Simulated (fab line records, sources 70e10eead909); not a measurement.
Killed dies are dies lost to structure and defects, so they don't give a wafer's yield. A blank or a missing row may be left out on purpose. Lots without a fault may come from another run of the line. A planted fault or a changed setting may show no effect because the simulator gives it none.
A struck lot beside a sound one | flow nand_harc | 17 steps out of a route of 1302
Sound: wafers L437.1, L437.3, L437.4. Struck: wafer L438.1. (L438.2, L438.6 of the same lot were not struck and are left out.) The cause comes at the end.
At each step with rows: each side's tool, then ch and its chambers, then its first start. Under that, the readings that differ: sound wafers | struck wafers | difference of the means | sigmas: that difference in standard deviations of wafers without a fault.
alike: readings whose means differ by less than 2 such deviations, and words and numbers that are the same on both sides. not compared: withheld readings, readings that some wafer has no value for, bounds like >300 that may hide the same value, and numbers for which the record gives no deviation and whose values overlap.
The two part at a step that has a row with sigmas, a row that says differs or no value, or rows on one side only. Numbers that don't overlap but have no deviation are shown without sigmas and don't part them. A reading that every wafer of one side lacks parts them only if that side has two wafers or more.

NHARC_P_M2_INSPECT_11:
  sound on defect_inspect-02, day 8 04:44; struck on defect_inspect-01, day 8 18:32
  alike: raw_defect_count
then, 1 step without rows for these wafers: NHARC_P_M2_DESCUM_14 (chemistry O2, time 3 s).
NHARC_P_M2_ETCH_35: etches the open film in N2/H2, target depth 40 nm, overetch 12 nm, time 43.94 s.
  sound on rie_diel-08 ch 0,1,3, day 8 04:52; struck on rie_diel-09 ch 1, day 8 18:41
  reading                | sound       | struck | difference | sigmas
  rf_hours_counter_h (h) | 5.6 6.0 5.8 | 0.5    | -5.3       |
  alike: drypump_motor_current_A, mfc_ar_sccm, oes_product_au, rf_vpp_V, showerhead_plenum_p_Torr, throttle_valve_pct
NHARC_P_M2_ETCH_15: etches the open film in C4F8/Ar, target depth 182.5 nm, time 91.2 s.
  sound on rie_diel-08 ch 0,2,3; struck on rie_diel-09 ch 2
  reading                | sound       | struck | difference | sigmas
  rf_hours_counter_h (h) | 6.4 5.8 5.6 | 0.5    | -5.4       |
  alike: oes_product_au, rf_vpp_V
NHARC_P_M2_CD_MEAS_16:
  sound on cd_sem-02, day 8 05:05; struck on cd_sem-03, day 8 18:54
  alike: cd_nm
then, 3 steps without rows for these wafers: NHARC_P_M2_STRIP_18 (strips in N2/H2); NHARC_P_M2_ETCH_28 (etches the open film in CF4/N2, target depth 30 nm, time 72.99 s); NHARC_P_M2_STRIP_19 (strips in post etch residue remover, time 600 s).
NHARC_P_M2_DEGAS_29: time 60 s.
  sound on pvd_sputter-02, day 8 05:49; struck on pvd_sputter-02, day 8 19:37
  alike: heater_power_w
NHARC_P_M2_PRE_CLEAN_30: time 30 s.
  sound on pvd_sputter-02; struck on pvd_sputter-02
  alike: heater_power_w
NHARC_P_M2_PVD_20: deposits TaN, target thk 5 nm, time 8.06 s.
  sound on pvd_sputter-02; struck on pvd_sputter-02
  reading                  | sound                   | struck  | difference | sigmas
  chamber_pressure_pa (Pa) | 0.11989 0.11943 0.11986 | 0.12067 | +0.00094   | +4
  alike: throttle_valve_pct
then, 1 step without rows for these wafers: NHARC_P_M2_PVD_21 (deposits Cu, target thk 30 nm, time 20.49 s).
NHARC_P_M2_ECD_22: material Cu, target thk 400 nm.
  sound on ecd_cu-02 ch 0,1, day 8 06:10; struck on ecd_cu-02 ch 0,1, day 8 19:59
then, 1 step without rows for these wafers: NHARC_P_M2_ANNEAL_31 (time 90 s).
NHARC_P_M2_CMP_23: polishes, t overpolish 20 s, target thk 144.3 nm.
  sound on cmp-01 ch 0,1,2, day 8 06:55; struck on cmp-03 ch 1, day 8 20:44
  reading                | sound          | struck | difference | sigmas
  time_to_endpoint_s (s) | 28.4 32.6 29.6 | 48.9   | +18.7      | +9
  alike: motor_current_A
NHARC_P_M2_THK_MEAS_24: measures by xrf.
  sound on film_metro-01, day 8 07:13; struck on film_metro-02, day 8 21:01
  alike: thk_nm
-- the record jumps here: 18 days lie between the struck wafers' starts before and after (it left off in module P_M2 and takes up again in module END, whose first step shown is number 1302 of the route) --
NHARC_END_SORT_01:
  sound on prober-01 ch 0, day 25 22:59; struck on prober-02 ch 0, day 27 01:52
  alike: defect_limited_yield, killed_at_array, killed_at_other, killed_at_periphery, killed_dies, killed_open, killed_short

WHERE THEY PART
First at NHARC_P_M2_PVD_20; last, within this record, at NHARC_P_M2_CMP_23. Later steps at which nothing parts them and some readings are alike: NHARC_P_M2_THK_MEAS_24, NHARC_END_SORT_01.

WHY: what the simulator had put in
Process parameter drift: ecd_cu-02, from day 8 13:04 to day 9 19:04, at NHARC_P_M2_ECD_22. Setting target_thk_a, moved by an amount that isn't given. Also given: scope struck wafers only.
